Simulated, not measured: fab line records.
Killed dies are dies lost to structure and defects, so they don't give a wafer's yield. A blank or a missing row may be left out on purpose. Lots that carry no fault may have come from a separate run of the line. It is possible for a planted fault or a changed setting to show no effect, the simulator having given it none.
Chamber matching	flow n5Finfet	4 sister chambers for N5_BEOL_M7_STRIP_67 on rieDiel-04
The step strips in CF4. 22 wafers are shown with their chamber, then 11 later ones without.

WAFERS, EACH WITH ITS CHAMBER
wafer	chamber	drypumpMotorCurrentA (A)	showerheadPlenumPTorr (Torr)	throttleValvePct (%)
L074.4	3	5.9	1.73	13.87
L074.5	1	6.3	1.87	13.54
L074.6	0	5.3	1.85	13.59
L075.3	2	4.9	1.87	13.77
L075.4	1	6.2	1.87	13.53
L075.5	0	5.3	1.84	13.62
L079.1	1	6.2	1.87	13.55
L079.3	2	4.9	1.87	13.78
L079.4	3	5.9	1.72	13.90
L081.2	3	5.9	1.72	13.90
L081.3	2	4.9	1.87	13.78
L081.6	1	6.3	1.87	13.55
L083.3	0	5.3	1.84	13.66
L083.5	2	4.8	1.87	13.80
L083.6	1	6.3	1.87	13.58
L085.1	0	5.3	1.84	13.65
L085.3	2	4.9	1.87	13.80
L085.5	0	5.3	1.84	13.64
L086.1	0	5.3	1.84	13.65
L086.2	2	4.9	1.87	13.82
L086.6	2	4.9	1.87	13.81
L090.1	2	4.9	1.86	13.83

SIGNATURES (means of the wafers above)
reading	chamber 0	chamber 1	chamber 2	chamber 3	scatter within a chamber
drypumpMotorCurrentA	5.300	6.260	4.888	5.900	0.034
showerheadPlenumPTorr	1.8417	1.8700	1.8688	1.7233	0.00363
throttleValvePct	13.6350	13.5500	13.7988	13.8900	0.0217
Rule: for a wafer and a chamber, the distance is found by dividing, reading by reading, the gap between the wafer's reading and the chamber's mean by the reading's scatter, squaring, summing and taking the root. The wafer belongs to the nearest chamber; if the next one is less than 2 further off, it can't be placed. The scatter: take each reading less its chamber's mean, square it, sum over the shown wafers, divide by the number of wafers less the number of chambers, and take the root.

WAFERS WITH NO CHAMBER GIVEN
wafer	drypumpMotorCurrentA (A)	showerheadPlenumPTorr (Torr)	throttleValvePct (%)
L090.4	6.3	1.86	13.61
L090.5	5.3	1.83	13.68
L092.1	5.9	1.93	13.37
L092.4	5.3	1.83	13.69
L092.6	5.3	1.84	13.70
L097.3	6.2	1.86	13.64
L097.4	5.3	1.83	13.72
L097.6	6.2	1.86	13.64
L096.1	5.9	1.93	13.38
L096.2	4.9	1.86	13.86
L096.4	5.3	1.83	13.72

CHAMBER TAKEN BY EACH
wafer	from the rows above	in truth
L090.4	1	1
L090.5	0	0
L092.1	1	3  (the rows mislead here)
L092.4	0	0
L092.6	0	0
L097.3	1	1
L097.4	0	0
L097.6	1	1
L096.1	1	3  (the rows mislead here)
L096.2	2	2
L096.4	0	0
Correct placement for 9 of the 11. Not placeable from these rows: 0. Wrongly placed: 2.
